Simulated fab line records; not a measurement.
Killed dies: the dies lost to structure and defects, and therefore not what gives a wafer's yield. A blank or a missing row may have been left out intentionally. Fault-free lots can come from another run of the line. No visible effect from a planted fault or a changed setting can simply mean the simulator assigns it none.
Which of the tools did it? | flow n5_finfet | 24 lots with 72 wafers sampled at 6 steps, on a route of 1938 steps

## WHAT THE GAUGES READ, wafer by wafer
N5_BEOL_M6_OVL_MEAS_12.
lot  | measured     | on         | M6_OVL (nm)
L074 | day 8 15:03  | overlay-02 | 1.1 1.5 0.8
L075 | day 8 21:26  | overlay-01 | 1.1 1.1 0.9
L076 | day 9 02:14  | overlay-01 | 0.3 1.6 0.6
L077 | day 9 02:23  | overlay-02 | -0.3 -0.3 -1.8
L078 | day 9 13:28  | overlay-02 | -0.3 0.1 0.2
L079 | day 9 18:08  | overlay-02 | 0.4 -0.1 0.7
L080 | day 10 01:20 | overlay-02 | -0.4 -0.5 -0.3
L081 | day 10 08:44 | overlay-01 | -0.2 0.6 0.3
L082 | day 10 08:54 | overlay-02 | 0.8 0.3 0.0
L083 | day 10 15:49 | overlay-01 | -0.3 -0.5 -0.1
L085 | day 10 17:14 | overlay-01 | 0.8 0.7 1.3
L084 | day 10 19:45 | overlay-01 | -1.1 0.2 -0.2
L086 | day 11 19:46 | overlay-01 | 0.3 1.0 1.3
L089 | day 12 01:27 | overlay-01 | -0.1 0.5 1.0
L087 | day 12 02:34 | overlay-01 | 0.8 -0.1 0.0
L088 | day 12 16:17 | overlay-01 | 0.2 -0.3 -0.2
L091 | day 12 18:02 | overlay-02 | -0.4 0.4 0.5
L090 | day 13 14:32 | overlay-02 | 0.8 -0.1 1.0
L092 | day 13 22:35 | overlay-01 | -0.5 0.4 1.2
L093 | day 14 21:29 | overlay-02 | 0.6 0.5 1.3
L096 | day 14 21:43 | overlay-02 | 1.9 0.8 1.4
L094 | day 14 21:53 | overlay-01 | -0.7 0.9 -0.1
L097 | day 15 13:34 | overlay-02 | 0.3 0.2 -0.5
L095 | day 15 23:46 | overlay-01 | 0.9 -0.4 0.1

N5_BEOL_M6_THK_MEAS_53: measures by xrf.
lot  | measured     | on            | M6_THK (nm)
L074 | day 8 21:31  | film_metro-01 | 77.3 79.3 82.0
L075 | day 9 02:43  | film_metro-02 | 82.5 80.6 82.9
L076 | day 9 06:19  | film_metro-02 | 81.9 80.9 82.2
L077 | day 9 06:53  | film_metro-01 | 78.9 78.0 79.7
L078 | day 9 19:13  | film_metro-02 | 77.0 81.4 77.7
L079 | day 9 23:56  | film_metro-02 | 78.0 74.2 78.3
L080 | day 10 07:14 | film_metro-01 | 78.6 80.2 76.5
L081 | day 10 12:57 | film_metro-02 | 77.6 79.6 78.4
L082 | day 10 13:14 | film_metro-02 | 81.0 80.6 78.0
L083 | day 10 22:07 | film_metro-02 | 75.8 79.5 76.2
L085 | day 10 22:19 | film_metro-01 | 81.7 79.2 82.7
L084 | day 11 00:19 | film_metro-02 | 77.5 80.6 79.7
L086 | day 12 05:23 | film_metro-01 | 83.5 80.3 78.8
L089 | day 12 09:13 | film_metro-01 | 81.2 79.2 78.5
L087 | day 12 08:48 | film_metro-02 | 80.7 78.7 80.2
L088 | day 12 21:27 | film_metro-01 | 80.0 79.0 79.2
L091 | day 13 00:47 | film_metro-01 | 78.3 81.1 79.6
L090 | day 13 20:38 | film_metro-02 | 81.9 80.6 81.9
L092 | day 14 03:30 | film_metro-01 | 78.5 76.2 80.7
L093 | day 15 01:19 | film_metro-02 | 80.6 79.5 82.3
L096 | day 15 02:02 | film_metro-02 | 82.2 84.7 83.4
L094 | day 15 03:59 | film_metro-01 | 75.9 78.7 80.1
L097 | day 15 21:13 | film_metro-02 | 80.1 80.6 81.8
L095 | day 16 07:19 | film_metro-02 | 79.6 78.9 80.5

## WHICH TOOL RAN EACH LOT (tool, then ch and the chambers of the sampled wafers, then the start)
lot  | N5_BEOL_M6_HM_OPEN_17             | N5_BEOL_M6_ETCH_66                 | N5_BEOL_M6_DEGAS_44          | N5_BEOL_M6_SURFACE_TREAT_79
L074 | rie_metal-02 ch 0,1, day 8 15:51  | rie_diel-05 ch 0,1,3, day 8 17:03  | pvd_sputter-03, day 8 17:57  | pvd_sputter-02, day 8 18:39
L075 | rie_metal-02 ch 0,1, day 8 21:47  | rie_diel-03 ch 1,2, day 8 22:38    | pvd_sputter-02, day 8 23:33  | pvd_sputter-01, day 9 01:40
L076 | rie_metal-01 ch 0,1, day 9 02:54  | rie_diel-01 ch 1,2, day 9 03:44    | pvd_sputter-02, day 9 04:51  | pvd_sputter-03, day 9 05:17
L077 | rie_metal-01 ch 0,1, day 9 03:17  | rie_diel-03 ch 0,2, day 9 04:07    | pvd_sputter-02, day 9 05:13  | pvd_sputter-03, day 9 05:36
L078 | rie_metal-01 ch 0,1, day 9 13:59  | rie_diel-01 ch 0,1,3, day 9 15:22  | pvd_sputter-01, day 9 17:22  | pvd_sputter-01, day 9 17:46
L079 | rie_metal-02 ch 1, day 9 19:07    | rie_diel-05 ch 0,1,2, day 9 20:32  | pvd_sputter-01, day 9 21:31  | pvd_sputter-01, day 9 21:55
L080 | rie_metal-01 ch 0,1, day 10 01:53 | rie_diel-03 ch 0,3, day 10 04:35   | pvd_sputter-03, day 10 05:37 | pvd_sputter-02, day 10 06:04
L081 | rie_metal-02 ch 0,1, day 10 09:04 | rie_diel-05 ch 2,3, day 10 09:56   | pvd_sputter-02, day 10 11:23 | pvd_sputter-02, day 10 11:49
L082 | rie_metal-01 ch 0,1, day 10 09:20 | rie_diel-03 ch 0,1, day 10 10:09   | pvd_sputter-02, day 10 11:28 | pvd_sputter-02, day 10 11:52
L083 | rie_metal-02 ch 0,1, day 10 16:09 | rie_diel-05 ch 1,3, day 10 19:11   | pvd_sputter-01, day 10 20:13 | pvd_sputter-02, day 10 20:43
L085 | rie_metal-02 ch 0, day 10 17:50   | rie_diel-01 ch 1,2,3, day 10 19:14 | pvd_sputter-01, day 10 20:18 | pvd_sputter-01, day 10 20:43
L084 | rie_metal-02 ch 0,1, day 10 20:24 | rie_diel-05 ch 2,3, day 10 21:17   | pvd_sputter-03, day 10 22:30 | pvd_sputter-03, day 10 23:10
L086 | rie_metal-02 ch 0,1, day 11 20:12 | rie_diel-01 ch 0,1, day 12 00:22   | pvd_sputter-03, day 12 02:16 | pvd_sputter-01, day 12 03:51
L089 | rie_metal-03 ch 0,1, day 12 01:54 | rie_diel-05 ch 0,2,3, day 12 05:04 | pvd_sputter-01, day 12 07:43 | pvd_sputter-03, day 12 08:10
L087 | rie_metal-01 ch 0,1, day 12 02:56 | rie_diel-01 ch 2,3, day 12 05:03   | pvd_sputter-03, day 12 05:58 | pvd_sputter-01, day 12 07:40
L088 | rie_metal-03 ch 0,1, day 12 16:38 | rie_diel-03 ch 0,1,3, day 12 17:26 | pvd_sputter-03, day 12 18:18 | pvd_sputter-03, day 12 20:21
L091 | rie_metal-02 ch 0,1, day 12 18:22 | rie_diel-01 ch 0,2,3, day 12 20:47 | pvd_sputter-03, day 12 21:58 | pvd_sputter-01, day 12 23:44
L090 | rie_metal-01 ch 0,1, day 13 14:52 | rie_diel-05 ch 0,1, day 13 17:49   | pvd_sputter-02, day 13 18:52 | pvd_sputter-03, day 13 19:21
L092 | rie_metal-03 ch 0,1, day 13 23:00 | rie_diel-01 ch 0,1,3, day 14 00:22 | pvd_sputter-01, day 14 01:47 | pvd_sputter-01, day 14 02:26
L093 | rie_metal-01 ch 0,1, day 14 21:53 | rie_diel-01 ch 1,2, day 14 22:36   | pvd_sputter-03, day 14 23:50 | pvd_sputter-01, day 15 00:14
L096 | rie_metal-01 ch 0,1, day 14 22:06 | rie_diel-05 ch 0,1,3, day 14 23:08 | pvd_sputter-02, day 15 00:12 | pvd_sputter-02, day 15 00:47
L094 | rie_metal-03 ch 0,1, day 14 22:19 | rie_diel-03 ch 0,3, day 14 23:09   | pvd_sputter-03, day 15 00:26 | pvd_sputter-02, day 15 01:32
L097 | rie_metal-03 ch 0, day 15 13:53   | rie_diel-01 ch 0,1,3, day 15 14:56 | pvd_sputter-02, day 15 19:34 | pvd_sputter-02, day 15 19:59
L095 | rie_metal-03 ch 0,1, day 16 00:07 | rie_diel-05 ch 0,1, day 16 03:05   | pvd_sputter-02, day 16 05:46 | pvd_sputter-03, day 16 06:13
- N5_BEOL_M6_HM_OPEN_17: chemistry Cl2/BCl3, target TiN, target depth 20 nm, overetch 6 nm.
- N5_BEOL_M6_ETCH_66: etches SOC in N2/H2, target depth 80 nm, overetch 16 nm, time 120 s.
- N5_BEOL_M6_DEGAS_44: time 60 s.
- N5_BEOL_M6_SURFACE_TREAT_79

## AS READ BY THE TOOLS THEMSELVES (means over the sampled wafers that have a number; for cases with no such wafer, the mark the record gives instead)
N5_BEOL_M6_HM_OPEN_17.
lot  | tool         | drypump_motor_current_A (A) | oes_product_au (a.u.) | throttle_valve_pct (%)
L074 | rie_metal-02 | 6.05                        | 0.64                  | 21.96
L075 | rie_metal-02 | 5.84                        | 0.71                  | 22.02
L076 | rie_metal-01 | 6.25                        | 0.69                  | 21.91
L077 | rie_metal-01 | 6.09                        | 0.77                  | 21.97
L078 | rie_metal-01 | 6.09                        | 0.75                  | 21.98
L079 | rie_metal-02 | 6.28                        | 0.57                  | 21.91
L080 | rie_metal-01 | 6.09                        | 0.74                  | 21.98
L081 | rie_metal-02 | 6.09                        | 0.62                  | 21.98
L082 | rie_metal-01 | 6.23                        | 0.68                  | 21.91
L083 | rie_metal-02 | 6.08                        | 0.63                  | 21.98
L085 | rie_metal-02 | 5.63                        | 0.75                  | 22.10
L084 | rie_metal-02 | 5.83                        | 0.69                  | 22.02
L086 | rie_metal-02 | 5.85                        | 0.68                  | 22.05
L089 | rie_metal-03 | 5.91                        | 0.74                  | 22.06
L087 | rie_metal-01 | 6.10                        | 0.72                  | 21.98
L088 | rie_metal-03 | 5.92                        | 0.73                  | 22.07
L091 | rie_metal-02 | 6.06                        | 0.61                  | 21.98
L090 | rie_metal-01 | 6.09                        | 0.70                  | 22.00
L092 | rie_metal-03 | 5.87                        | 0.70                  | 22.16
L093 | rie_metal-01 | 6.25                        | 0.65                  | 21.94
L096 | rie_metal-01 | 6.24                        | 0.65                  | 21.94
L094 | rie_metal-03 | 5.93                        | 0.71                  | 22.07
L097 | rie_metal-03 | 5.84                        | 0.67                  | 22.31
L095 | rie_metal-03 | 5.90                        | 0.69                  | 22.19

N5_BEOL_M6_ETCH_66.
lot  | tool        | drypump_motor_current_A (A) | oes_product_au (a.u.) | rf_vpp_V (V) | showerhead_plenum_p_Torr (Torr) | throttle_valve_pct (%)
L074 | rie_diel-05 | 5.9                         | 0.54                  | 520.5        | 2.43                            | 17.80
L075 | rie_diel-03 | 5.5                         | 0.52                  | 522.2        | 2.49                            | 17.95
L076 | rie_diel-01 | 5.9                         | 0.67                  | 524.1        | 2.59                            | 17.61
L077 | rie_diel-03 | 5.5                         | 0.52                  | 523.8        | 2.53                            | 18.02
L078 | rie_diel-01 | 5.7                         | 0.65                  | 527.3        | 2.65                            | 17.81
L079 | rie_diel-05 | 5.9                         | 0.54                  | 522.5        | 2.50                            | 17.89
L080 | rie_diel-03 | 5.8                         | 0.54                  | 524.3        | 2.55                            | 18.03
L081 | rie_diel-05 | 6.1                         | 0.55                  | 523.7        | 2.55                            | 17.93
L082 | rie_diel-03 | 6.2                         | 0.59                  | 524.3        | 2.58                            | 17.79
L083 | rie_diel-05 | 5.7                         | 0.52                  | 522.1        | 2.45                            | 17.88
L085 | rie_diel-01 | 5.8                         | 0.66                  | 526.3        | 2.62                            | 17.79
L084 | rie_diel-05 | 6.1                         | 0.55                  | 523.8        | 2.55                            | 17.95
L086 | rie_diel-01 | 5.4                         | 0.60                  | 524.5        | 2.63                            | 17.73
L089 | rie_diel-05 | 6.1                         | 0.60                  | 524.6        | 2.57                            | 17.75
L087 | rie_diel-01 | 5.6                         | 0.65                  | 526.8        | 2.66                            | 17.96
L088 | rie_diel-03 | 5.8                         | 0.58                  | 522.9        | 2.50                            | 17.81
L091 | rie_diel-01 | 5.4                         | 0.63                  | 526.3        | 2.64                            | 17.86
L090 | rie_diel-05 | 5.7                         | 0.68                  | 524.1        | 2.55                            | 17.46
L092 | rie_diel-01 | 5.6                         | 0.62                  | 526.0        | 2.64                            | 17.86
L093 | rie_diel-01 | 5.9                         | 0.63                  | 524.2        | 2.57                            | 17.70
L096 | rie_diel-05 | 5.9                         | 0.69                  | 526.5        | 2.62                            | 17.46
L094 | rie_diel-03 | 5.8                         | 0.67                  | 523.7        | 2.54                            | 17.77
L097 | rie_diel-01 | 5.7                         | 0.61                  | 526.5        | 2.63                            | 17.89
L095 | rie_diel-05 | 5.9                         | 0.65                  | 526.5        | 2.62                            | 17.46

N5_BEOL_M6_DEGAS_44.
lot  | tool           | heater_power_w (W)
L074 | pvd_sputter-03 | 365
L075 | pvd_sputter-02 | 317
L076 | pvd_sputter-02 | 332
L077 | pvd_sputter-02 | 328
L078 | pvd_sputter-01 | 318
L079 | pvd_sputter-01 | 322
L080 | pvd_sputter-03 | 354
L081 | pvd_sputter-02 | 313
L082 | pvd_sputter-02 | 334
L083 | pvd_sputter-01 | 314
L085 | pvd_sputter-01 | 313
L084 | pvd_sputter-03 | 395
L086 | pvd_sputter-03 | 344
L089 | pvd_sputter-01 | 324
L087 | pvd_sputter-03 | 325
L088 | pvd_sputter-03 | 360
L091 | pvd_sputter-03 | 369
L090 | pvd_sputter-02 | 316
L092 | pvd_sputter-01 | 327
L093 | pvd_sputter-03 | 357
L096 | pvd_sputter-02 | 320
L094 | pvd_sputter-03 | 354
L097 | pvd_sputter-02 | 339
L095 | pvd_sputter-02 | 318

## THE ANSWER, worked out from the rows above alone
Rule: what is usual is taken from the lots themselves. Put in order of their means at a reading, lots are off if they are a third of the lots or fewer, leave a main group of 4 or more, and stand apart from it by a gap of 3 or more times the standard deviation of the main group's means; of several such gaps the widest counts. Not used: any main group whose means are identical at the precision the tables above print for the reading. Also off: a lot with no number at a reading for which 4 or more lots have one. The other lots that the step has rows for count as sound. First the gauges in route order, then the tools' own readings, where a lot's mean is used as printed above. The first step at which some lot is off is used, and at that step the reading that is off furthest; a lot without a number counts as furthest.
No lot is off at any reading shown: from this, nothing can be told.

## WHAT THE SIMULATOR HAD INSERTED
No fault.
